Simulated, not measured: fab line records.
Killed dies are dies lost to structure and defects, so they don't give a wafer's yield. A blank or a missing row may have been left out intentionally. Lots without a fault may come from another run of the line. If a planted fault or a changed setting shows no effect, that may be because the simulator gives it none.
Split-lot experiment | flow n5-finfet | route with 1938 steps; 7 lots, 21 wafers read

== ON THE SPLIT ==
At N5_BEOL_M10_COAT_63 (time 60 s, resist thk 100 nm), the setting spin-rpm was moved away from the recipe's 1500 rpm on 9 of the 21 wafers read, by -9.6% to +10.7%. For the rest of the wafers, this setting stayed at what the recipe calls for.

== FROM THE SPLIT TO THE READING: what the file shows between them, 8 steps ==
- N5_BEOL_M10_EXPOSE_25: exposes mask V9 (also split here: dose-mj)
- N5_BEOL_M10_PEB_26: peb time 60 s
- N5_BEOL_M10_DEVELOP_27: develop time 30 s
- N5_BEOL_M10_CD_MEAS_28: target cd 70 nm
- N5_BEOL_M10_DESCUM_33: chemistry O2, time 7.9 s
- N5_BEOL_M10_ETCH_65: etches SiARC in CF4, target depth 39 nm, time 65 s
- N5_BEOL_M10_ETCH_66: etches SOC in N2/H2, target depth 120 nm, overetch 24 nm, time 180 s
- N5_BEOL_M10_STRIP_69: strips in N2/H2

== THE READING ==
SOC_of_BEOL_M10_COAT_63.thk-nm (the simulator's own value, which no gauge read), in nm, at N5_BEOL_M10_VIA_ETCH_34 (etches SiCOH lowk in C4F6/O2, target depth 184.5 nm, time 69.2 s). There is no usual value for it anywhere in the file. Across the 12 wafers here that went through the recipe, the average is 92.0 nm and the standard deviation 0.28 nm.

wafer  | tool, chamber at the split | spin-rpm as run, rpm | against the recipe | SOC_of_BEOL_M10_COAT_63.thk-nm, nm | against lot-mates on the recipe
L075.3 | litho-track-02, 0          | 1381                 | -7.9%              | 96.2                               | no lot-mate on the recipe
L075.5 | litho-track-02, 0          | 1381                 | -7.9%              | 96                                 | no lot-mate on the recipe
L075.6 | litho-track-02, 0          | 1381                 | -7.9%              | 96                                 | no lot-mate on the recipe
L085.1 | litho-track-05, 0          | 1500                 | recipe             | 91.8                               | -
L085.5 | litho-track-05, 0          | 1500                 | recipe             | 91.6                               | -
L085.6 | litho-track-05, 0          | 1500                 | recipe             | 92                                 | -
L089.1 | litho-track-02, 0          | 1500                 | recipe             | 91.8                               | -
L089.4 | litho-track-02, 0          | 1356                 | -9.6%              | 97.2                               | +5.5
L089.6 | litho-track-02, 0          | 1500                 | recipe             | 91.6                               | -
L088.2 | litho-track-05, 0          | 1606                 | +7.1%              | 88.4                               | -3.4
L088.4 | litho-track-05, 0          | 1606                 | +7.1%              | 88.6                               | -3.2
L088.6 | litho-track-05, 0          | 1500                 | recipe             | 91.8                               | -
L096.2 | litho-track-01, 0          | 1401                 | -6.6%              | 94.8                               | +3.2
L096.3 | litho-track-01, 0          | 1401                 | -6.6%              | 95.2                               | +3.6
L096.6 | litho-track-01, 0          | 1500                 | recipe             | 91.6                               | -
L093.1 | litho-track-05, 0          | 1661                 | +10.7%             | 87.2                               | -5.0
L093.3 | litho-track-05, 0          | 1500                 | recipe             | 92                                 | -
L093.6 | litho-track-05, 0          | 1500                 | recipe             | 92.4                               | -
L095.2 | litho-track-01, 0          | 1500                 | recipe             | 92.2                               | -
L095.6 | litho-track-01, 0          | 1500                 | recipe             | 92.2                               | -
L095.5 | litho-track-01, 0          | 1500                 | recipe             | 92.4                               | -

THE FIT
A straight line over all 21 wafers: SOC_of_BEOL_M10_COAT_63.thk-nm changes by -0.492 nm for each +1% of spin-rpm; r = -0.99; the points scatter about the line by 0.31 nm.
The same after taking each lot's own level away (the mean of its wafers on the recipe; 18 wafers): -0.503 nm for each +1%; r = -1.00; scatter 0.24 nm.
According to that fit, moving spin-rpm by its largest amount changes the reading by 5.4 nm.
From 91.60 to 92.27 nm: that is the span of the lots' own levels, equal to 2.3 times the standard deviation above.
The two slopes agree, so the slope changes little with the lot-to-lot level.
Check: with one of the wafers moved furthest among these (+10.7%) left out of the fit, the line predicts -5.45 nm for it against its lot-mates. It came out at -5 nm against them.

== OTHER SPLITS APPLIED TO THESE WAFERS ==
Before the reading, these wafers also passed through other splits. Each is held against what the fit with the lots' levels taken away leaves over:
other split on the same wafers | wafers away from the commonest value | r with SOC_of_BEOL_M10_COAT_63.thk-nm (lot level and that fit taken away)
N5_BEOL_M9_EXPOSE_25 dose-mj   | 4                                    | +0.38
N5_BEOL_M9_ETCH_66 bias-w      | 6                                    | -0.01
N5_BEOL_M10_EXPOSE_25 dose-mj  | 8                                    | +0.71

== THE WHOLE CHAIN: every reading that the file lists as answering this split, in the file's order ==
step                    | what it does                                                         | reading                                                                         | change (the file's fit)               | r (the file's)
N5_BEOL_M10_COAT_63     | time 60 s, resist thk 100 nm                                         | SOC_of_BEOL_M10_COAT_63.thk-nm (the simulator's own value, which no gauge read) | -0.493 nm for each +1% of the setting | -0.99
N5_BEOL_M10_ETCH_66     | etches SOC in N2/H2, target depth 120 nm, overetch 24 nm, time 180 s | etch.depth-nm (the simulator's own value, which no gauge read)                  | -0.497 nm for each +1% of the setting | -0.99
N5_BEOL_M10_VIA_ETCH_34 | etches SiCOH lowk in C4F6/O2, target depth 184.5 nm, time 69.2 s     | SOC_of_BEOL_M10_COAT_63.thk-nm (the simulator's own value, which no gauge read) | -0.506 nm for each +1% of the setting | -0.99

== FILE'S OWN FIT ==
SOC_of_BEOL_M10_COAT_63.thk-nm changes by -0.506 nm for each +1% of spin-rpm, r = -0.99.
